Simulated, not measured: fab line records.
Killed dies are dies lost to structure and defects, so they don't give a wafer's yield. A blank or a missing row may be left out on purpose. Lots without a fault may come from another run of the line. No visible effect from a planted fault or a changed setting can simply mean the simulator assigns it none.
Struck lot and sound lot, side by side ; flow n5-finfet ; 39 out of 1938 route steps
Sound: wafers L438.2, L438.4, L438.5. Struck: wafer L442.5 (left out: L442.2, L442.3 of the same lot, which were not struck); the cause appears at the end.
Per side, at each step with rows, come the tool, then ch with its chambers, and then its first start. Under that, the readings that differ: sound wafers ; struck wafers ; difference of the means ; sigmas: that difference in standard deviations of wafers without a fault.
alike: words and numbers the same on both sides, and readings whose means are apart by under 2 such deviations; not compared: readings that were withheld, readings missing a value for some wafer, numbers with overlapping values and no deviation given by the record, and bounds like >300 which may hide the same value.
A row with sigmas, a row that says differs or no value, or rows on one side alone: a step with any of these is where the two part. Numbers that have no deviation but don't overlap get no sigmas and don't part them. A reading missing from all wafers of one side parts the sides only when that side holds two or more wafers.

first, 11 steps without rows for these wafers: N5_BEOL_M3_STRIP_65 (strips in N2/H2); N5_BEOL_M3_STRIP_75 (strips in N2/H2); N5_BEOL_M3_STRIP_66 (strips in CF4); N5_BEOL_M3_HM_OPEN_17 (chemistry Cl2/BCl3, target TiN, target depth 20 nm, overetch 6 nm); N5_BEOL_M3_STRIP_19 (strips in O2); N5_BEOL_M3_COAT_67 (time 60 s, resist thk 60 nm); N5_BEOL_M3_COAT_68 (time 60 s, resist thk 12 nm); N5_BEOL_M3_COAT_76 (time 60 s, resist thk 5 nm); N5_BEOL_M3_COAT_22 (resist thk 30 nm); N5_BEOL_M3_EBR_24; N5_BEOL_M3_SOFTBAKE_23 (time 60 s).
N5_BEOL_M3_EXPOSE_25: exposes mask V2, defocus 5 nm.
  sound on euv-scanner-02 ch 0, day 8 23:49; struck on euv-scanner-02 ch 0, day 9 20:50
  alike: mask, stage-msd-nm
then, 2 steps without rows for these wafers: N5_BEOL_M3_PEB_26 (peb time 60 s); N5_BEOL_M3_DEVELOP_27 (develop time 30 s).
N5_BEOL_M3_CD_MEAS_28: target cd 25.7 nm, target cd y 23.3 nm.
  sound on cd-sem-03 ch 0, day 8 23:57; struck on cd-sem-03 ch 0, day 9 20:59
reading;sound;struck;difference;sigmas
cd-nm (nm);25.54 25.16 25.22;15.39;-9.92;-40
then, 22 steps without rows for these wafers: N5_BEOL_M3_DESCUM_33 (chemistry O2, time 7 s); N5_BEOL_M3_ETCH_77 (etches underlayer in N2/H2, target depth 6.5 nm, time 5.2 s); N5_BEOL_M3_ETCH_69 (etches SiARC in CF4, target depth 15.6 nm, time 26 s); N5_BEOL_M3_ALD_98 (deposits SiO2, target thk 2.5 nm, pulse time 1 s, co reactant pulse time 1 s); N5_BEOL_M3_ETCHBACK_99 (etches SiO2 in CHF3, target depth 5 nm, time 10.4 s); N5_BEOL_M3_ETCH_70 (etches SOC in N2/H2, target depth 80 nm, overetch 16 nm, time 120 s); N5_BEOL_M3_STRIP_71 (strips in N2/H2); N5_BEOL_M3_STRIP_78 (strips in N2/H2); N5_BEOL_M3_VIA_ETCH_34 (etches the open film in C4F6/O2, target depth 69.4 nm, time 65.9 s); N5_BEOL_M3_STRIP_83 (strips in C4F6/O2); N5_BEOL_M3_STRIP_36 (strips in N2/H2); N5_BEOL_M3_TRENCH_ETCH_37 (etches SiOC in C4F6/O2, target depth 55.555 nm, time 29.2 s); N5_BEOL_M3_ETCH_41 (etches SiCN in CH3F/O2, target depth 29.9 nm, time 52.5 s); N5_BEOL_M3_STRIP_97 (strips in N2/H2, time 10 s); N5_BEOL_M3_HM_STRIP_39 (strips TiN in peroxide tin strip, target depth 25 nm, time 158 s); N5_BEOL_M3_SRD_40 (time 30 s); N5_BEOL_M3_PRECLEAN_42 (cleans in residue remover, time 60 s); N5_BEOL_M3_SRD_43 (time 30 s); N5_BEOL_M3_DEGAS_44 (time 60 s); N5_BEOL_M3_PRE_CLEAN_45 (time 30 s); N5_BEOL_M3_ALD_84 (deposits TaN, pulse time 2 s, purge time 3 s, co reactant purge time 2 s); N5_BEOL_M3_SURFACE_TREAT_85.
N5_BEOL_M4_RC_MEAS_101:
  the record has rows for the sound wafers here (prober-02 ch 0, day 9 19:18) and none for the struck ones
-- a jump in the record: the struck wafers' starts before and after are 6 days apart (it breaks off in module BEOL_M4 and resumes in module PASSIVATION, where the first step shown is number 1936 of the route) --
N5_PASSIVATION_PROBE_49:
  sound on prober-01 at day 13 23:19; struck on prober-01 at day 15 11:32
reading;sound;struck;difference;sigmas
defect-limited-yield (%);91.4 88.8 92.1;0;-91;-57
killed_at_M0_to_M3;51 53 42;1118;+1069;+99 or more
killed_at_M4_up;7 23 10;2;-11;-2
killed-dies;101 132 93;1180;+1071;+56
killed-on-rim;18 18 16;152;+135;+33
sort_bin_5_function (%);5.5 6.9 4.1;96.9;+91.4;+91
sort-n-pass;1079 1048 1087;0;-1071;-56
sort-yield-pct (%);91.4 88.8 92.1;0;-91;-57
  alike: killed-at-contacts, killed-at-front-end, killed-at-other, killed-open, killed-short, sort_bin_6_memory, sort_bin_8_speed

## WHERE THEY PART
Last at N5_PASSIVATION_PROBE_49 as far as this record goes, first at N5_BEOL_M3_CD_MEAS_28.

WHY: whatever the simulator had introduced
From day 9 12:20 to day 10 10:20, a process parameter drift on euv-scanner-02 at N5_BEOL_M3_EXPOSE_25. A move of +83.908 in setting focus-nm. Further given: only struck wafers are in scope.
